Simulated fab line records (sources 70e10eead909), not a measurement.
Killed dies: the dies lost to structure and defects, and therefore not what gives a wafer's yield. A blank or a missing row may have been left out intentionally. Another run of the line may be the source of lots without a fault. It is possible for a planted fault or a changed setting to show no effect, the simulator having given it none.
Chamber matching | flow nand_harc | NHARC_P_GATE_ETCH_32 on rie_si-03 has 4 sister chambers
The step etches the open film in HBr/Cl2, target depth 150 nm, time 100.1 s. 4 wafers are shown with their chamber, then 10 later ones without.

## WAFERS WITH THEIR CHAMBER
wafer  | chamber | oes_product_au (a.u.)
L081.4 | 1       | 1.003
L088.5 | 0       | 0.994
L088.6 | 2       | 1.013
L090.4 | 3       | 0.998

## WAFERS WITH NO CHAMBER GIVEN
wafer  | oes_product_au (a.u.)
L090.5 | 0.975
L091.2 | 0.988
L091.3 | 1.006
L091.4 | 0.995
L092.2 | 1.006
L092.4 | 0.986
L092.6 | 1.017
L096.1 | 1.012
L096.4 | 1.000
L096.6 | 1.009

## WHICH CHAMBER EACH WENT THROUGH
wafer  | from the rows above               | in truth
L090.5 | can't be placed: 0 or 3 or 1      | 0
L091.2 | can't be placed: 0 or 3 or 1      | 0
L091.3 | can't be placed: 1 or 2 or 3 or 0 | 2
L091.4 | can't be placed: 0 or 3 or 1      | 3
L092.2 | can't be placed: 1 or 2 or 3 or 0 | 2
L092.4 | can't be placed: 0 or 3 or 1      | 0
L092.6 | can't be placed: 2 or 1           | 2
L096.1 | can't be placed: 2 or 1 or 3      | 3
L096.4 | can't be placed: 3 or 1 or 0 or 2 | 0
L096.6 | can't be placed: 2 or 1 or 3 or 0 | 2
0 of 10 placed correctly. From these rows, 10 cannot be placed; in 10 the true chamber is one of the candidates. Placed wrongly: 0.
How it was worked out, from the rows above alone: a wafer's distance from a chamber is the root of the sum, over the readings, of the square of ((its reading less the chamber's mean) divided by the reading's scatter). If the next closest chamber is less than 2 further off than the closest, the wafer can't be placed; otherwise it belongs to the closest. The mean given for a chamber averages the wafers shown for that chamber. The scatter: root of mean squared gap, hidden wafer to nearest shown wafer, with one shown wafer a chamber.
